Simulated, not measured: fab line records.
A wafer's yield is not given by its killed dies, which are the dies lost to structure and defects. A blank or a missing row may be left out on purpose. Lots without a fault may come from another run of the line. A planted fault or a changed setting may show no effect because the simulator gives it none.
Which tool did it? :: flow nandHarc :: 6 lots with 18 wafers sampled at 3 steps, on a route of 1302 steps

## WHAT EACH GAUGE READ, for each wafer
NHARC_P_GATE_CD_MEAS_91: the cd target is 2000 nm.
lot: L463
measured: day 6 00:41
on: cdSem-02
cdNm (nm): 1999.6 2002.7 2001.6

lot: L466
measured: day 7 04:56
on: cdSem-02
cdNm (nm): 1998.6 1999.4 1999.6

lot: L479
measured: day 12 13:14
on: cdSem-02
cdNm (nm): 1999.6 1999.2 1997.4

lot: L481
measured: day 13 13:55
on: cdSem-03
cdNm (nm): 1998.0 1995.7 1999.2

lot: L483
measured: day 14 04:53
on: cdSem-01
cdNm (nm): 1998.5 1999.2 1998.5

lot: L485
measured: day 15 14:44
on: cdSem-02
cdNm (nm): 1999.3 1999.7 2000.7

## TOOL THAT RAN EACH LOT (tool first, then ch and the chambers of the sampled wafers, then the start)
lot: L463
NHARC_P_GATE_STRIP_76: plasmaAsher-01 ch 0, day 5 23:53
NHARC_P_GATE_EXPOSE_88: krfScanner-01 ch 0, day 6 00:32

lot: L466
NHARC_P_GATE_STRIP_76: plasmaAsher-01 ch 0,1, day 7 04:10
NHARC_P_GATE_EXPOSE_88: krfScanner-01 ch 0, day 7 04:47

lot: L479
NHARC_P_GATE_STRIP_76: plasmaAsher-01 ch 0,1, day 12 12:20
NHARC_P_GATE_EXPOSE_88: krfScanner-01 ch 0, day 12 13:05

lot: L481
NHARC_P_GATE_STRIP_76: plasmaAsher-02 ch 0,1, day 13 12:59
NHARC_P_GATE_EXPOSE_88: krfScanner-01 ch 0, day 13 13:46

lot: L483
NHARC_P_GATE_STRIP_76: plasmaAsher-02 ch 0,1, day 14 03:58
NHARC_P_GATE_EXPOSE_88: krfScanner-01 ch 0, day 14 04:44

lot: L485
NHARC_P_GATE_STRIP_76: plasmaAsher-02 ch 0,1, day 15 13:48
NHARC_P_GATE_EXPOSE_88: krfScanner-04 ch 0, day 15 14:35
- NHARC_P_GATE_STRIP_76: strips in O2.
- NHARC_P_GATE_EXPOSE_88: exposes mask P HVN, target cd 2000 nm.

## THE ANSWER, worked out from the rows above alone
Rule: usual is defined by the lots themselves. The widest of any qualifying gaps counts: lots, ordered by their means at a reading, are off when they make up no more than a third of the lots, leave a main group of 4 or more, and stand apart from it by 3 or more times the standard deviation of that group's means. Not used: any main group whose means are identical at the precision the tables above print for the reading. Also off: a lot with no number at a reading for which 4 or more lots have one. All remaining lots with rows at the step are treated as sound.
None of the lots is off at any reading shown; this tells nothing.

## WHAT THE SIMULATOR HAD INSERTED
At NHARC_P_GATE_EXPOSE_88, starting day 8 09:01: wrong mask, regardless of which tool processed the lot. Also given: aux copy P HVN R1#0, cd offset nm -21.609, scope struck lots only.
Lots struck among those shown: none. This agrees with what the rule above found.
